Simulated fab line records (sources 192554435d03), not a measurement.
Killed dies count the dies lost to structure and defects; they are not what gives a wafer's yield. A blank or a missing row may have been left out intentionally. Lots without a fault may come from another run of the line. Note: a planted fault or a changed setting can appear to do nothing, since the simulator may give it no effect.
Problem report, 8D (eight disciplines) form, completed by code + flow n5-finfet + the parts of the form that need people (team, actions taken, sign-off) are left out

== 1. PROBLEM STATEMENT ==
raw-defect-count at N5_GATE_CUT_INSPECT_15 reads a mean of 1181 on 6 wafers of 2 lots; wafers without a fault read 135 with a standard deviation of 40. Relative to the usual mean, that is a shift of +26 standard deviations.
The step: inspects for defects (brightfield).
The first sign was on wafer L782.1 at day 7 20:29, on defect-inspect-02. The record holds 27 wafers of 9 lots with a number at this step. Rule for "out", or "out of limits": more than 4 standard deviations from the usual mean. Any other wafer with a number is counted as sound.

== 2. WHAT IT IS AND WHAT IT IS NOT ==
| question                    | is                                   | is not                                                                          |
|-----------------------------|--------------------------------------|---------------------------------------------------------------------------------|
| which readings at this step | raw-defect-count                     | -                                                                               |
| which lots                  | L782, L786                           | L771, L777, L778, L779, L788, L791, L792                                        |
| which wafers of those lots  | all that have a number               | -                                                                               |
| read on which gauges        | defect-inspect-01, defect-inspect-02 | -                                                                               |
| when                        | from day 7 20:29                     | up to then (12 sound wafers); but 9 sound wafers of L788, L791, L792 came after |

== 3. THE SUSPECTS, EACH WITH WHAT RULES IT OUT ==
Counting: a tool stays on the suspect list if, at a process step up to the reading, it processed all lots that are out and no sound lot following the first of them.
- the gauge at N5_GATE_CUT_INSPECT_15 is ruled out. Those wafers that are out were read across 2 gauges (defect-inspect-01, defect-inspect-02).
- cmp-02 at N5_GATE_CUT_CMP_02 (polishes, stops on SiO2, t overpolish 12.7 s, target thk 0 nm): ruled out as a lasting fault. The sound lots L788, L791, L792 went through it after L782, its earliest lot that is out (day 7 19:46).
- pecvd-02 at N5_GATE_CUT_HM_DEP_46 (deposits SiO2 from TEOS/O2, target thk 130 nm, time 26.6 s): kept. It processed each lot that is out, first L782 at day 7 20:04, and no sound lot thereafter; up to then, the last sound lot it processed was L779 at day 7 05:43.
After counting, what remains is pecvd-02 at N5_GATE_CUT_HM_DEP_46.

== 4. THE CAUSE (what the simulator had put in) ==
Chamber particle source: pecvd-02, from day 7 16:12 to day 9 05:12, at N5_GATE_CUT_HM_DEP_46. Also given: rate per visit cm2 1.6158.
Counting left only this tool.

== 5. THE CHAIN OF EFFECTS, in route order ==
Each row: a reading where the mean over the struck wafers with a number is more than 3 standard deviations away from the usual. Readings are gone through only where the record gives a usual standard deviation; hours: the median, over the lots, of the time from a lot's start at the first step in this table giving one to that lot's start at this step; sigmas: the change measured in usual standard deviations.
| hours | step                    | reading              | usual  | on struck wafers | change | sigmas |
|-------|-------------------------|----------------------|--------|------------------|--------|--------|
| 0     | N5_GATE_CUT_INSPECT_15  | raw-defect-count     | 135    | 1181             | +1046  | +26    |
| 200   | N5_PASSIVATION_PROBE_49 | defect-limited-yield | 91.4 % | 82.8             | -8.6   | -5.8   |
| 200   | N5_PASSIVATION_PROBE_49 | killed-at-front-end  | 40     | 154              | +114   | +8.8   |
| 200   | N5_PASSIVATION_PROBE_49 | killed-dies          | 102    | 203              | +101   | +6.0   |
| 200   | N5_PASSIVATION_PROBE_49 | sort_bin_5_function  | 5.1 %  | 10.0             | +4.9   | +5.1   |
| 200   | N5_PASSIVATION_PROBE_49 | sort-n-pass          | 1078   | 977              | -101   | -5.6   |
| 200   | N5_PASSIVATION_PROBE_49 | sort-yield-pct       | 91.3 % | 82.8             | -8.5   | -5.7   |
Here are the process steps it includes:
- N5_PASSIVATION_PROBE_49
At these later measuring or inspecting steps, every struck wafer for which the step has a row has a number for every such reading, and none has moved that far: N5_BEOL_M4_RC_MEAS_101.

== 6. HOW IT WOULD HAVE BEEN CAUGHT EARLIER ==
4 hours passed between the start of the fault at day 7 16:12 and the first reading out of limits at a measuring or inspecting step in this record, taken at day 7 20:29.
Tool readings at N5_GATE_CUT_HM_DEP_46 with a usual standard deviation given in the record: none out on any struck wafer, hence no alarm at a limit of 4 standard deviations on them.
Of the lots that are out (2), L786 began N5_GATE_CUT_HM_DEP_46 on pecvd-02 after day 7 20:29. A tool hold placed at that time would have kept it from harm.
